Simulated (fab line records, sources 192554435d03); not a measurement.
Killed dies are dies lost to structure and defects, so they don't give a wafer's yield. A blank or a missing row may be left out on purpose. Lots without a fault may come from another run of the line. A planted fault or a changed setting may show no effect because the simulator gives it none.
A struck lot beside a sound one | flow n5_finfet | 15 steps out of a route of 1938
Sound: wafers L442.2, L442.4, L442.6. Struck: wafers L452.1, L452.3, L452.4. The cause comes at the end.
At each step with rows: each side's tool, then ch and its chambers, then its first start. Under that, the readings that differ: sound wafers | struck wafers | difference of the means | sigmas: that difference in standard deviations of wafers without a fault.
alike: readings whose means differ by less than 2 such deviations, and words and numbers that are the same on both sides. not compared: withheld readings, readings that some wafer has no value for, bounds like >300 that may hide the same value, and numbers for which the record gives no deviation and whose values overlap.
The two part at a step that has a row with sigmas, a row that says differs or no value, or rows on one side only. Numbers that don't overlap but have no deviation are shown without sigmas and don't part them. A reading that every wafer of one side lacks parts them only if that side has two wafers or more.

N5_HKMG_FIN_DESCUM_53: chemistry O2, time 7.9 s.
  sound on rie_diel-05 ch 0,2, day 5 10:20; struck on rie_diel-01 ch 1,2,3, day 7 22:52
  alike: bias_power_w, drypump_motor_current_A, oes_product_au, rf_vpp_V, showerhead_plenum_p_Torr, throttle_valve_pct
  not compared: rf_hours_counter_h
then, 1 step without rows for these wafers: N5_HKMG_FIN_ETCH_54 (etches SiARC in CF4, target depth 45.5 nm, time 75.8 s).
N5_HKMG_FIN_ETCH_55: etches SOC in N2/H2, target depth 240 nm, time 300 s.
  sound on rie_diel-05 ch 0,2, day 5 10:26; struck on rie_diel-01 ch 1,2,3, day 7 22:58
  alike: drypump_motor_current_A, oes_product_au, rf_vpp_V, showerhead_plenum_p_Torr, throttle_valve_pct
  not compared: rf_hours_counter_h
then, 1 step without rows for these wafers: N5_HKMG_FIN_STRIP_56 (strips in N2/H2).
N5_HKMG_FIN_STRIP_57: strips in CF4.
  sound on rie_diel-05 ch 0,2, day 5 10:37; struck on rie_diel-01 ch 1,2,3, day 7 23:09
  alike: bias_power_w, drypump_motor_current_A, oes_product_au, rf_vpp_V, showerhead_plenum_p_Torr, throttle_valve_pct
  not compared: rf_hours_counter_h
then, 1 step without rows for these wafers: N5_HKMG_FIN_ETCH_58 (etches SOC in N2/H2, target depth 215.8 nm, time 741 s).
N5_HKMG_FIN_STRIP_93: strips SOC in N2/H2, time 20 s.
  sound on rie_diel-05 ch 0,2, day 5 11:04; struck on rie_diel-01 ch 1,2,3, day 7 23:36
  alike: bias_power_w, drypump_motor_current_A, oes_product_au, rf_vpp_V, showerhead_plenum_p_Torr, throttle_valve_pct
  not compared: rf_hours_counter_h
then, 1 step without rows for these wafers: N5_HKMG_FIN_WET_ETCH_76 (etches Al2O3 in dNH4OH, stops on La2O3, target depth 2.25 nm, rinse time 30 s).
N5_HKMG_FIN_STRIP_60: strips in N2/H2, time 360 s.
  sound on plasma_asher-01 ch 0,1, day 5 11:14; struck on plasma_asher-01 ch 0,1, day 7 23:45
  alike: drypump_motor_current_A, heater_power_w
  not compared: rf_hours_counter_h
then, 3 steps without rows for these wafers: N5_HKMG_FIN_WET_ETCH_77 (etches La2O3 in dHCl, stops on HfO2, target depth 2 nm); N5_HKMG_FIN_WET_ETCH_78 (etches Al2O3 in dNH4OH, stops on La2O3, target depth 4.5 nm, rinse time 30 s); N5_HKMG_FIN_ALD_79 (deposits TiN, target thk 1.5 nm, pulse time 1 s, purge time 3 s).
N5_HKMG_FIN_CVD_62: deposits a-Si from Si2H6, target thk 3 nm, time 20.8 s.
  sound on thermal_cvd_si-01 ch 1,2, day 5 12:05; struck on thermal_cvd_si-01 ch 1,2, day 8 00:36
  reading                                   | sound                | struck               | difference | sigmas
  susceptor_temp_C (C)                      | 499.82 500.03 500.07 | 512.74 512.96 512.87 | +12.88     | +52
  model.a-Si_of_HKMG_FIN_CVD_62.thk_nm (nm) | 3.2 3 3.2            | 4.4 4.6 4.4          | +1.3       |
  alike: heater_power_outer_w, heater_power_w
then, 1 step without rows for these wafers: N5_HKMG_FIN_RTA_80 (time 2 s).
-- the record jumps here: 8 days lie between the struck wafers' starts before and after (it left off in module HKMG_FIN and takes up again in module PASSIVATION, whose first step shown is number 1936 of the route) --
N5_PASSIVATION_PROBE_49:
  sound on prober-01, day 13 03:22; struck on prober-02, day 16 07:35
  alike: killed_at_M0_to_M3, killed_at_M4_up, killed_at_contacts, killed_at_front_end, killed_at_other, killed_dies, killed_open, killed_short

WHERE THEY PART
Only at N5_HKMG_FIN_CVD_62, within this record. Later steps at which nothing parts them and some readings are alike: N5_PASSIVATION_PROBE_49.

WHY: what the simulator had put in
Process parameter drift: thermal_cvd_si-01, from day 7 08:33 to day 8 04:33, at N5_HKMG_FIN_CVD_62. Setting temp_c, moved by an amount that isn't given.
